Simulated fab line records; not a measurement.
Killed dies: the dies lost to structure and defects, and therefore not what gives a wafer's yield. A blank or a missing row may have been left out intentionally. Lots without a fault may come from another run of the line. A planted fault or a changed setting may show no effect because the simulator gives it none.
Matching of chambers | flow n5Finfet | N5_BEOL_M9_CURE_71 on uvCure-02: 3 sister chambers
The step cures SiCOH lowk, time 240 s. 6 wafers are shown with their chamber, then 12 later ones without.

WAFERS PAIRED WITH THEIR CHAMBERS
wafer  | chamber | wafer_temp_C_max | lampPowerPct (%)
L082.2 | 2       | 387.4            | 52.31
L082.4 | 2       | 387.6            | 52.28
L084.5 | 0       | 386.6            | 52.34
L084.6 | 0       | 386.9            | 52.33
L091.3 | 1       | 386.5            | 52.32
L091.5 | 1       | 386.5            | 52.29

WAFERS WITH NO CHAMBER GIVEN
wafer  | wafer_temp_C_max | lampPowerPct (%)
L092.1 | 387.9            | 52.30
L092.2 | 387.4            | 52.36
L092.6 | 386.8            | 52.29
L094.1 | 387.0            | 52.36
L094.5 | 386.6            | 52.28
L094.6 | 386.1            | 52.32
L096.1 | 387.9            | 52.23
L096.2 | 387.9            | 52.34
L096.5 | 387.3            | 52.22
L097.2 | 386.7            | 52.26
L097.3 | 386.8            | 52.37
L097.6 | 387.6            | 52.35

THE CHAMBER EACH PASSED THROUGH
wafer  | from the rows above     | in truth
L092.1 | 2                       | 2
L092.2 | can't be placed: 2 or 0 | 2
L092.6 | can't be placed: 1 or 0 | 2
L094.1 | 0                       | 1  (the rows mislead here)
L094.5 | can't be placed: 1 or 0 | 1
L094.6 | can't be placed: 1 or 0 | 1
L096.1 | 2                       | 2
L096.2 | 2                       | 2
L096.5 | 2                       | 2
L097.2 | can't be placed: 1 or 0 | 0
L097.3 | 0                       | 0
L097.6 | 2                       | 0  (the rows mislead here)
Correctly placed: 5 of 12. Cannot be placed on the basis of these rows: 5; the candidates contain the true chamber in 4. 2 placed wrongly.
How it was worked out, from the rows above alone: a wafer's distance from a chamber is the root of the sum, over the readings, of the square of ((its reading less the chamber's mean) divided by the reading's scatter). The wafer belongs to the nearest chamber; if the next one is less than 2 further off, it can't be placed. Each chamber's mean is taken over the wafers shown for it. How the scatter is found: for the shown wafers, subtract from each reading the mean of its chamber, square and add these, divide the total by (wafers less chambers), then take the root.
